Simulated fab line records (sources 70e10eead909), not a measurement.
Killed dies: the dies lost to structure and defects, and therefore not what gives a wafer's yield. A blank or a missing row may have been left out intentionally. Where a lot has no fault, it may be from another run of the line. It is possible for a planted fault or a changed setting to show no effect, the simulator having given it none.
A struck lot beside a sound one	flow nand harc	10 out of 1159 route steps
Sound: these wafers, L832.3, L832.5, L832.6. Struck: wafers L834.3, L834.6 (left out: L834.2, a lot-mate that was not struck); the cause follows at the end.
Each step with rows lists, per side, the tool, then ch with its chambers, then its first start. Under that, the readings that differ: sound wafers	struck wafers	difference of the means	sigmas: that difference in standard deviations of wafers without a fault.
alike: words and numbers the same on both sides, and readings whose means are apart by under 2 such deviations; not compared: readings that were withheld, readings missing a value for some wafer, numbers with overlapping values and no deviation given by the record, and bounds like >300 which may hide the same value.
A row with sigmas, a row that says differs or no value, or rows on one side alone: a step with any of these is where the two part. Numbers that have no deviation but don't overlap get no sigmas and don't part them. A reading that every wafer of one side lacks parts them only if that side has two wafers or more.

first, 1 step without rows for these wafers: NHARC_A_WL_FILL_CVD_23 (deposits poly-Si, target thk 40 nm, time 800 s).
NHARC_A_WL_FILL_ETCHBACK_26: etches the open film in HBr, target depth 52 nm, time 13.3 s.
  sound on rie si-04 ch 0,1,2, day 18 03:28; struck on rie si-04 ch 0,2, day 18 05:41
  alike: drypump motor current A, oes product au, throttle valve pct
  not compared: rf hours counter h
then, 2 steps without rows for these wafers: NHARC_A_WL_FILL_PRECLEAN_30 (cleans in dHF, time 10 s); NHARC_A_WL_FILL_SRD_14.
NHARC_A_WL_FILL_ALD_19: deposits TiN, target thk 2 nm, pulse time 3 s, ald cycles 100.
  sound on ald metal-01 ch 0,1, day 18 03:44; struck on ald metal-01 ch 0,1, day 18 05:58
  alike: heater power w, precursor pulse height rel
NHARC_A_WL_FILL_CVD_20: deposits W, target thk 75 nm, time 5064 s.
  sound: cvd w-02 ch 0,1; struck: cvd w-02 ch 1
  alike: heater power w, throttle valve pct
NHARC_A_WL_FILL_CMP_12: polishes, t overpolish 30 s, target thk 75 nm.
  sound on cmp-02 ch 0,2,3, day 18 09:14; struck on cmp-03 ch 1,3, day 18 13:30
  alike: edge zone pressure frac, motor current A, overpolish run s, time to endpoint s
next, for these wafers, 1 step has no rows: NHARC_A_WL_FILL_SRD_31.
NHARC_A_WL_FILL_INSPECT_15:
  sound: defect inspect-02 at day 18 09:40; struck: defect inspect-01 at day 18 13:56
  alike: raw defect count
NHARC_A_CONTACT_DEP_24: deposits SiO2, target thk 500 nm.
  sound on pecvd-02 ch 0,1,2, day 18 09:44; struck on pecvd-02 ch 0, day 18 14:08
reading	sound	struck	difference	sigmas
mfc precursor sccm (sccm)	161.0 161.3 161.5	129.3 129.5	-31.9	-65
throttle valve pct (%)	15.3 16.7 16.6	14.9 15.1	-1.2	-2
  alike: heater power w

## WHERE THEY PART
Only at NHARC_A_CONTACT_DEP_24, within this record.

WHY: the cause the simulator had injected
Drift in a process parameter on pecvd-02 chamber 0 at NHARC_A_CONTACT_DEP_24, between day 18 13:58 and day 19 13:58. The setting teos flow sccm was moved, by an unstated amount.
